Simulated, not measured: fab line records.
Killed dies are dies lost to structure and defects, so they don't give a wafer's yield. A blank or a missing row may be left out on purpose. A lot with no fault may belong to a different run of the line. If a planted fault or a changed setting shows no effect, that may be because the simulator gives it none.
Which tool was responsible? | flow n5Finfet | Sampling: 11 lots, 31 wafers, 6 of 1938 route steps

WHAT EACH GAUGE READ, for each wafer
N5_FIN_SAQP_CD_MEAS_16: the cd target is 35.6 nm. Usual: cdNm at 35.64 nm, with a standard deviation of 0.3.
lot  | measured    | on       | cdNm (nm)         | flag
L835 | day 1 21:45 | cdSem-03 | 35.56 36.01 35.36 | 
L836 | day 2 04:11 | cdSem-01 | 35.78 35.88 35.80 | 
L838 | day 2 16:04 | cdSem-01 | 35.78 35.94 35.79 | 
L839 | day 2 21:47 | cdSem-03 | 35.53 35.62 35.45 | 
L840 | day 3 04:07 | cdSem-03 | 35.20 35.81 35.36 | 
L841 | day 3 12:44 | cdSem-03 | 35.83 35.78 35.49 | 
L842 | day 3 15:35 | cdSem-01 | 35.68 34.69       | 
L847 | day 4 21:58 | cdSem-03 | 35.59 34.44       | 
L848 | day 5 05:47 | cdSem-02 | 35.72 35.67 35.22 | 
L854 | day 6 15:59 | cdSem-03 | 36.02 36.13 35.78 | 
L858 | day 7 16:19 | cdSem-03 | 35.62 35.71 35.24 | 

N5_FIN_SAQP_INSPECT_18: inspects for defects (brightfield). Usual: rawDefectCount at 422, with a standard deviation of 120.
lot  | measured    | on               | rawDefectCount | flag
L835 | day 1 21:49 | defectInspect-01 | 497 715 474    | 
L836 | day 2 04:16 | defectInspect-02 | 465 527 336    | 
L838 | day 2 16:08 | defectInspect-02 | 713 468 678    | 
L839 | day 2 21:51 | defectInspect-01 | 393 358 350    | 
L840 | day 3 04:11 | defectInspect-01 | 390 259 354    | 
L841 | day 3 12:48 | defectInspect-01 | 550 581 361    | 
L842 | day 3 15:38 | defectInspect-01 | 399 431        | 
L847 | day 4 22:02 | defectInspect-01 | 415 425        | 
L848 | day 5 05:50 | defectInspect-02 | 661 629 332    | 
L854 | day 6 16:02 | defectInspect-02 | 707 473 549    | 
L858 | day 7 16:22 | defectInspect-01 | 653 585 485    | 

N5_BEOL_M4_RC_MEAS_101. Usual: DIBL_N 35.8 mV/V, standard deviation 1.6; DIBL_P 36.0 mV/V, standard deviation 2.1; IOFF_N 0.153 nA/um, standard deviation 0.026; IOFF_P 0.21 nA/um, standard deviation 0.037; ION_N 673 uA/um, standard deviation 11; ION_P 462 uA/um, standard deviation 7.6; SS_N 71.4 mV/dec, standard deviation 0.53; SS_P 73.2 mV/dec, standard deviation 0.67; VT_N 250 mV, standard deviation 3.2; VT_P -250 mV, standard deviation 3.7.
lot  | measured     | on        | DIBL_N (mV/V)  | DIBL_P (mV/V)  | IOFF_N (nA/um)    | IOFF_P (nA/um) | ION_N (uA/um) | ION_P (uA/um) | SS_N (mV/dec)  | SS_P (mV/dec)  | VT_N (mV)   | VT_P (mV)      | flag
L835 | day 8 01:25  | prober-02 | 37.3 33.5 37.9 | 39.2 33.7 38.8 | 0.188 0.117 0.207 | 0.26 0.17 0.27 | 684 662 700   | 476 463 476   | 70.9 71.1 71.1 | 74.0 72.5 74.2 | 245 256 243 | -248 -251 -245 | 
L836 | day 8 09:25  | prober-02 | 35.3 37.4 35.5 | 36.1 37.9 35.7 | 0.139 0.165 0.137 | 0.18 0.20 0.18 | 670 675 673   | 453 460 456   | 71.1 71.7 71.6 | 73.2 73.4 72.4 | 252 250 253 | -255 -250 -252 | 
L838 | day 9 00:14  | prober-02 | 38.4 39.5 36.4 | 37.5 39.5 35.9 | 0.175 0.193 0.144 | 0.22 0.27 0.20 | 679 685 678   | 461 473 464   | 72.8 72.2 70.8 | 73.6 74.4 73.0 | 251 250 251 | -251 -249 -253 | 
L839 | day 9 06:08  | prober-01 | 37.5 37.4 36.8 | 36.1 36.3 35.5 | 0.193 0.183 0.180 | 0.24 0.25 0.24 | 691 685 697   | 468 471 476   | 71.4 70.9 70.6 | 73.7 73.9 72.9 | 245 246 245 | -246 -243 -243 | 
L840 | day 9 06:33  | prober-02 | 34.5 33.6 33.7 | 35.5 34.5 34.1 | 0.142 0.126 0.124 | 0.20 0.17 0.17 | 675 665 670   | 468 452 447   | 71.3 71.1 71.2 | 72.8 72.9 72.5 | 251 250 252 | -250 -254 -252 | 
L841 | day 9 15:37  | prober-02 | 37.0 35.2 35.6 | 38.7 35.6 36.5 | 0.192 0.153 0.159 | 0.25 0.20 0.21 | 690 680 670   | 467 464 463   | 71.4 71.2 71.8 | 73.6 73.2 72.8 | 248 250 252 | -247 -253 -250 | 
L842 | day 9 15:46  | prober-01 | 33.7 31.5      | 33.4 30.3      | 0.121 0.091       | 0.17 0.13      | 658 647       | 458 445       | 70.6 70.2      | 72.8 72.0      | 253 256     | -255 -257      | 
L847 | day 11 00:41 | prober-02 | 33.4 36.6      | 32.2 37.2      | 0.113 0.168       | 0.16 0.23      | 656 684       | 449 465       | 71.4 71.2      | 71.8 73.2      | 254 249     | -252 -248      | 
L848 | day 11 11:49 | prober-01 | 34.2 34.2 35.0 | 35.2 34.9 35.9 | 0.139 0.136 0.168 | 0.20 0.21 0.23 | 672 676 678   | 467 472 466   | 71.2 71.8 71.3 | 72.5 72.8 73.4 | 252 253 247 | -251 -248 -249 | 
L854 | day 13 01:37 | prober-01 | 36.5 37.5 34.7 | 36.6 37.0 35.0 | 0.159 0.174 0.136 | 0.20 0.21 0.18 | 669 680 661   | 459 464 460   | 71.4 72.2 70.6 | 73.7 73.4 72.9 | 253 250 253 | -251 -249 -254 | 
L858 | day 13 18:08 | prober-01 | 38.3 34.6 35.0 | 36.3 32.5 33.8 | 0.182 0.124 0.136 | 0.21 0.17 0.18 | 675 668 665   | 454 456 461   | 71.5 71.3 71.1 | 73.9 72.6 73.1 | 248 254 249 | -251 -253 -253 | 

WHICH TOOL RAN EACH LOT (tool, then ch and the chambers of the sampled wafers, then the start)
lot  | N5_PMOS_HMC_CHANNEL_EPI_CMP_21 | N5_FIN_SAQP_PEB_14              | N5_FIN_SAQP_SPACER1_ALD_24
L835 | cmp-03 ch 1,2,3, day 1 19:19   | lithoTrack-03 ch 0, day 1 21:41 | aldSin-01 ch 0,2,3, day 1 23:29
L836 | cmp-02 ch 0,2,3, day 2 02:01   | lithoTrack-05 ch 0, day 2 04:08 | aldSin-04 ch 0,2,3, day 2 05:40
L838 | cmp-03 ch 1,3, day 2 13:59     | lithoTrack-03 ch 0, day 2 16:00 | aldSin-01 ch 0,1,3, day 2 17:15
L839 | cmp-01 ch 0,1, day 2 19:39     | lithoTrack-05 ch 0, day 2 21:43 | aldSin-02 ch 0,1,3, day 2 23:15
L840 | cmp-01 ch 0,2,3, day 3 01:31   | lithoTrack-03 ch 0, day 3 04:03 | aldSin-04 ch 0,1,2, day 3 05:18
L841 | cmp-03 ch 0,1,2, day 3 10:16   | lithoTrack-05 ch 0, day 3 12:40 | aldSin-02 ch 0,3, day 3 14:02
L842 | cmp-03 ch 2,3, day 3 13:36     | lithoTrack-03 ch 0, day 3 15:31 | aldSin-02 ch 0,3, day 3 16:46
L847 | cmp-03 ch 2,3, day 4 19:37     | lithoTrack-03 ch 0, day 4 21:54 | aldSin-02 ch 0,2, day 4 23:34
L848 | cmp-02 ch 0,2,3, day 5 01:19   | lithoTrack-05 ch 0, day 5 05:43 | aldSin-02 ch 0,1,2, day 5 07:02
L854 | cmp-02 ch 0,1, day 6 13:47     | lithoTrack-02 ch 0, day 6 15:55 | aldSin-02 ch 0,2,3, day 6 17:49
L858 | cmp-03 ch 0,3, day 7 14:03     | lithoTrack-02 ch 0, day 7 16:14 | aldSin-02 ch 0,1, day 7 18:13
- N5_PMOS_HMC_CHANNEL_EPI_CMP_21: polishes SiGe30, target thk 54 nm.
- N5_FIN_SAQP_PEB_14: peb time 60 s.
- N5_FIN_SAQP_SPACER1_ALD_24: deposits SiO2, target thk 20.3 nm, pulse time 1 s, purge time 2 s.

AS READ BY THE TOOLS THEMSELVES (means over the sampled wafers that have a number; for cases with no such wafer, the mark the record gives instead)
N5_PMOS_HMC_CHANNEL_EPI_CMP_21. Usual: motorCurrentA at 12.4 A, with a standard deviation of 1.1.
lot  | tool   | motorCurrentA (A) | flag
L835 | cmp-03 | 11.7              | 
L836 | cmp-02 | 12.4              | 
L838 | cmp-03 | 10.8              | 
L839 | cmp-01 | 14.2              | 
L840 | cmp-01 | 13.0              | 
L841 | cmp-03 | 12.5              | 
L842 | cmp-03 | 11.6              | 
L847 | cmp-03 | 11.2              | 
L848 | cmp-02 | 12.0              | 
L854 | cmp-02 | 11.4              | 
L858 | cmp-03 | 13.0              | 

N5_FIN_SAQP_SPACER1_ALD_24. Usual: heaterPowerW 466 W, standard deviation 50; precursorPulseHeightRel 1.001, standard deviation 0.021; susceptorTempC 299.99 C, standard deviation 0.19.
lot  | tool      | heaterPowerW (W) | precursorPulseHeightRel | susceptorTempC (C) | flag
L835 | aldSin-01 | 473              | 1.022                   | 300.13             | 
L836 | aldSin-04 | 433              | 1.021                   | 299.73             | 
L838 | aldSin-01 | 477              | 1.005                   | 300.15             | 
L839 | aldSin-02 | 487              | 0.998                   | 299.92             | 
L840 | aldSin-04 | 480              | 0.977                   | 300.07             | 
L841 | aldSin-02 | 484              | 1.007                   | 300.02             | 
L842 | aldSin-02 | 492              | 1.015                   | 300.24             | 
L847 | aldSin-02 | 448              | 0.983                   | 299.76             | 
L848 | aldSin-02 | 466              | 1.015                   | 300.03             | 
L854 | aldSin-02 | 469              | 0.998                   | 299.98             | 
L858 | aldSin-02 | 492              | 0.979                   | 300.05             | 

THE ANSWER, worked out from the rows above alone
Rule: lot off if the mean of its wafers having a number is beyond 3 standard deviations from the usual mean. A lot without any number at a reading at which 4 lots or more have one is off too. Where the step has rows for the other lots, those lots are counted as sound. Order of review: gauges by route order, followed by the tools' own readings, for which a lot's mean as printed above is used. The first step at which some lot is off is used, and at that step the reading that is off furthest; a lot without a number counts as furthest.
No lot is off at any reading shown: from this, nothing can be told.

WHAT THE SIMULATOR HAD PUT IN
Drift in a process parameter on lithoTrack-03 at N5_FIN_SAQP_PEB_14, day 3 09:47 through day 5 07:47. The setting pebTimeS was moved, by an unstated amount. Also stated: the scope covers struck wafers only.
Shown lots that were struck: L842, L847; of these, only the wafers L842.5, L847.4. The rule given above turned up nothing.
